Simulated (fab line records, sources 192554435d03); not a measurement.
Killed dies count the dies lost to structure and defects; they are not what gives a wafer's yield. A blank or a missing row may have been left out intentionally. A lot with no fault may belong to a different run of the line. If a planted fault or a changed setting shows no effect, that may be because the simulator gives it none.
Matching of chambers / flow n5_finfet / N5_BEOL_M12_ETCH_38 on rie_diel-01 has 4 sister chambers
The step etches SiCN in CF4/N2, target depth 68.7 nm, time 73.4 s. 30 wafers are shown with their chamber, then 12 later ones without.

WAFERS PAIRED WITH THEIR CHAMBERS
wafer=L074.4; chamber=1; drypump_motor_current_A (A)=5.7; oes_product_au (a.u.)=0.76; showerhead_plenum_p_Torr (Torr)=2.30
wafer=L074.5; chamber=2; drypump_motor_current_A (A)=5.2; oes_product_au (a.u.)=0.89; showerhead_plenum_p_Torr (Torr)=2.25
wafer=L074.6; chamber=0; drypump_motor_current_A (A)=6.3; oes_product_au (a.u.)=0.71; showerhead_plenum_p_Torr (Torr)=2.28
wafer=L075.1; chamber=2; drypump_motor_current_A (A)=5.2; oes_product_au (a.u.)=0.89; showerhead_plenum_p_Torr (Torr)=2.25
wafer=L075.3; chamber=0; drypump_motor_current_A (A)=6.3; oes_product_au (a.u.)=0.72; showerhead_plenum_p_Torr (Torr)=2.28
wafer=L075.6; chamber=0; drypump_motor_current_A (A)=6.4; oes_product_au (a.u.)=0.72; showerhead_plenum_p_Torr (Torr)=2.28
wafer=L078.3; chamber=0; drypump_motor_current_A (A)=6.3; oes_product_au (a.u.)=0.71; showerhead_plenum_p_Torr (Torr)=2.28
wafer=L078.4; chamber=1; drypump_motor_current_A (A)=5.7; oes_product_au (a.u.)=0.75; showerhead_plenum_p_Torr (Torr)=2.29
wafer=L078.5; chamber=0; drypump_motor_current_A (A)=6.3; oes_product_au (a.u.)=0.71; showerhead_plenum_p_Torr (Torr)=2.28
wafer=L079.1; chamber=1; drypump_motor_current_A (A)=5.7; oes_product_au (a.u.)=0.75; showerhead_plenum_p_Torr (Torr)=2.29
wafer=L079.4; chamber=0; drypump_motor_current_A (A)=6.3; oes_product_au (a.u.)=0.72; showerhead_plenum_p_Torr (Torr)=2.28
wafer=L079.5; chamber=0; drypump_motor_current_A (A)=6.3; oes_product_au (a.u.)=0.71; showerhead_plenum_p_Torr (Torr)=2.28
wafer=L077.1; chamber=1; drypump_motor_current_A (A)=5.7; oes_product_au (a.u.)=0.76; showerhead_plenum_p_Torr (Torr)=2.29
wafer=L077.2; chamber=0; drypump_motor_current_A (A)=6.4; oes_product_au (a.u.)=0.71; showerhead_plenum_p_Torr (Torr)=2.28
wafer=L077.6; chamber=0; drypump_motor_current_A (A)=6.3; oes_product_au (a.u.)=0.71; showerhead_plenum_p_Torr (Torr)=2.28
wafer=L085.1; chamber=1; drypump_motor_current_A (A)=5.7; oes_product_au (a.u.)=0.74; showerhead_plenum_p_Torr (Torr)=2.29
wafer=L085.4; chamber=0; drypump_motor_current_A (A)=6.4; oes_product_au (a.u.)=0.70; showerhead_plenum_p_Torr (Torr)=2.27
wafer=L085.5; chamber=1; drypump_motor_current_A (A)=5.7; oes_product_au (a.u.)=0.74; showerhead_plenum_p_Torr (Torr)=2.29
wafer=L086.3; chamber=2; drypump_motor_current_A (A)=5.2; oes_product_au (a.u.)=0.85; showerhead_plenum_p_Torr (Torr)=2.24
wafer=L086.5; chamber=0; drypump_motor_current_A (A)=6.4; oes_product_au (a.u.)=0.70; showerhead_plenum_p_Torr (Torr)=2.27
wafer=L086.6; chamber=1; drypump_motor_current_A (A)=5.7; oes_product_au (a.u.)=0.74; showerhead_plenum_p_Torr (Torr)=2.29
wafer=L089.2; chamber=0; drypump_motor_current_A (A)=6.4; oes_product_au (a.u.)=0.69; showerhead_plenum_p_Torr (Torr)=2.27
wafer=L089.3; chamber=1; drypump_motor_current_A (A)=5.7; oes_product_au (a.u.)=0.74; showerhead_plenum_p_Torr (Torr)=2.28
wafer=L089.4; chamber=3; drypump_motor_current_A (A)=6.3; oes_product_au (a.u.)=0.71; showerhead_plenum_p_Torr (Torr)=2.27
wafer=L087.1; chamber=3; drypump_motor_current_A (A)=6.3; oes_product_au (a.u.)=0.70; showerhead_plenum_p_Torr (Torr)=2.27
wafer=L087.3; chamber=2; drypump_motor_current_A (A)=5.2; oes_product_au (a.u.)=0.85; showerhead_plenum_p_Torr (Torr)=2.24
wafer=L087.5; chamber=2; drypump_motor_current_A (A)=5.2; oes_product_au (a.u.)=0.84; showerhead_plenum_p_Torr (Torr)=2.24
wafer=L091.3; chamber=2; drypump_motor_current_A (A)=5.2; oes_product_au (a.u.)=0.85; showerhead_plenum_p_Torr (Torr)=2.24
wafer=L091.4; chamber=3; drypump_motor_current_A (A)=6.3; oes_product_au (a.u.)=0.71; showerhead_plenum_p_Torr (Torr)=2.27
wafer=L091.5; chamber=2; drypump_motor_current_A (A)=5.2; oes_product_au (a.u.)=0.85; showerhead_plenum_p_Torr (Torr)=2.24

SIGNATURES (means of the wafers above)
reading=drypump_motor_current_A; chamber 0=6.342; chamber 1=5.700; chamber 2=5.200; chamber 3=6.300; scatter within a chamber=0.0335
reading=oes_product_au; chamber 0=0.7092; chamber 1=0.7475; chamber 2=0.8600; chamber 3=0.7067; scatter within a chamber=0.0126
reading=showerhead_plenum_p_Torr; chamber 0=2.2775; chamber 1=2.2900; chamber 2=2.2429; chamber 3=2.2700; scatter within a chamber=0.00467
Rule: a wafer lies at a distance from a chamber equal to the root of the sum of squares, over the readings, of (its reading less the chamber's mean, divided by the reading's scatter). The wafer belongs to the nearest chamber; if the next one is less than 2 further off, it can't be placed. The scatter is the square root of a quotient: the sum, over the shown wafers, of each reading's squared deviation from its chamber's mean, divided by wafers minus chambers.

WAFERS WITH NO CHAMBER GIVEN
wafer=L092.4; drypump_motor_current_A (A)=5.7; oes_product_au (a.u.)=0.72; showerhead_plenum_p_Torr (Torr)=2.28
wafer=L092.5; drypump_motor_current_A (A)=5.2; oes_product_au (a.u.)=0.82; showerhead_plenum_p_Torr (Torr)=2.23
wafer=L092.6; drypump_motor_current_A (A)=6.4; oes_product_au (a.u.)=0.69; showerhead_plenum_p_Torr (Torr)=2.26
wafer=L093.1; drypump_motor_current_A (A)=5.7; oes_product_au (a.u.)=0.72; showerhead_plenum_p_Torr (Torr)=2.28
wafer=L093.4; drypump_motor_current_A (A)=5.2; oes_product_au (a.u.)=0.83; showerhead_plenum_p_Torr (Torr)=2.23
wafer=L093.5; drypump_motor_current_A (A)=6.3; oes_product_au (a.u.)=0.68; showerhead_plenum_p_Torr (Torr)=2.26
wafer=L094.1; drypump_motor_current_A (A)=5.2; oes_product_au (a.u.)=0.81; showerhead_plenum_p_Torr (Torr)=2.23
wafer=L094.2; drypump_motor_current_A (A)=6.4; oes_product_au (a.u.)=0.68; showerhead_plenum_p_Torr (Torr)=2.26
wafer=L094.4; drypump_motor_current_A (A)=5.7; oes_product_au (a.u.)=0.71; showerhead_plenum_p_Torr (Torr)=2.28
wafer=L095.2; drypump_motor_current_A (A)=5.2; oes_product_au (a.u.)=0.82; showerhead_plenum_p_Torr (Torr)=2.23
wafer=L095.3; drypump_motor_current_A (A)=5.7; oes_product_au (a.u.)=0.71; showerhead_plenum_p_Torr (Torr)=2.28
wafer=L095.6; drypump_motor_current_A (A)=5.7; oes_product_au (a.u.)=0.71; showerhead_plenum_p_Torr (Torr)=2.28

WHICH CHAMBER EACH WENT THROUGH
wafer=L092.4; from the rows above=1; in truth=1
wafer=L092.5; from the rows above=2; in truth=2
wafer=L092.6; from the rows above=can't be placed: 3 or 0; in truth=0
wafer=L093.1; from the rows above=1; in truth=1
wafer=L093.4; from the rows above=2; in truth=2
wafer=L093.5; from the rows above=can't be placed: 3 or 0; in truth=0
wafer=L094.1; from the rows above=2; in truth=2
wafer=L094.2; from the rows above=can't be placed: 3 or 0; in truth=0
wafer=L094.4; from the rows above=1; in truth=1
wafer=L095.2; from the rows above=2; in truth=2
wafer=L095.3; from the rows above=1; in truth=1
wafer=L095.6; from the rows above=1; in truth=1
Correct placement for 9 of the 12. Cannot be placed on the basis of these rows: 3; the candidates contain the true chamber in 3. Placed wrongly: 0.
